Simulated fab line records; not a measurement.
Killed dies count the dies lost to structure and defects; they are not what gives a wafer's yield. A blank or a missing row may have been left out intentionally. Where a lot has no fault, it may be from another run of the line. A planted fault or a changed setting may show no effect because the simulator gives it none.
Chamber matching :: flow n5Finfet :: N5_FIN_CUT_ETCH_20 on rieDiel-03 has 4 sister chambers
The step etches SiARC in CF4, target depth 26 nm, time 43.3 s. 8 wafers are shown with their chamber, then 7 later ones without.

## EACH WAFER AND ITS CHAMBER
wafer: L083.2
chamber: 2
drypumpMotorCurrentA (A): 6.1
showerheadPlenumPTorr (Torr): 2.22

wafer: L085.2
chamber: 1
drypumpMotorCurrentA (A): 6.1
showerheadPlenumPTorr (Torr): 2.15

wafer: L085.5
chamber: 0
drypumpMotorCurrentA (A): 4.9
showerheadPlenumPTorr (Torr): 2.05

wafer: L088.2
chamber: 1
drypumpMotorCurrentA (A): 6.0
showerheadPlenumPTorr (Torr): 2.15

wafer: L088.3
chamber: 2
drypumpMotorCurrentA (A): 6.1
showerheadPlenumPTorr (Torr): 2.21

wafer: L088.4
chamber: 0
drypumpMotorCurrentA (A): 4.9
showerheadPlenumPTorr (Torr): 2.05

wafer: L089.1
chamber: 3
drypumpMotorCurrentA (A): 6.3
showerheadPlenumPTorr (Torr): 2.12

wafer: L089.4
chamber: 3
drypumpMotorCurrentA (A): 6.3
showerheadPlenumPTorr (Torr): 2.12

## WAFERS WITHOUT THEIR CHAMBER
wafer: L089.6
drypumpMotorCurrentA (A): 4.9
showerheadPlenumPTorr (Torr): 2.05

wafer: L093.2
drypumpMotorCurrentA (A): 4.9
showerheadPlenumPTorr (Torr): 2.05

wafer: L093.3
drypumpMotorCurrentA (A): 6.1
showerheadPlenumPTorr (Torr): 2.15

wafer: L093.4
drypumpMotorCurrentA (A): 6.3
showerheadPlenumPTorr (Torr): 2.12

wafer: L094.3
drypumpMotorCurrentA (A): 6.0
showerheadPlenumPTorr (Torr): 2.15

wafer: L094.5
drypumpMotorCurrentA (A): 6.3
showerheadPlenumPTorr (Torr): 2.12

wafer: L094.6
drypumpMotorCurrentA (A): 4.9
showerheadPlenumPTorr (Torr): 2.05

## WHICH CHAMBER EACH WENT THROUGH
wafer: L089.6
from the rows above: 0
in truth: 0

wafer: L093.2
from the rows above: 0
in truth: 0

wafer: L093.3
from the rows above: 1
in truth: 1

wafer: L093.4
from the rows above: 3
in truth: 3

wafer: L094.3
from the rows above: 1
in truth: 1

wafer: L094.5
from the rows above: 3
in truth: 3

wafer: L094.6
from the rows above: 0
in truth: 0
7 of 7 placed correctly. Number that these rows cannot place: 0. Placed wrongly: 0.
How it was worked out, from the rows above alone: a wafer's distance from a chamber is the root of the sum, over the readings, of the square of ((its reading less the chamber's mean) divided by the reading's scatter). If the next closest chamber is less than 2 further off than the closest, the wafer can't be placed; otherwise it belongs to the closest. The mean given for a chamber averages the wafers shown for that chamber. How the scatter is found: for the shown wafers, subtract from each reading the mean of its chamber, square and add these, divide the total by (wafers less chambers), then take the root.
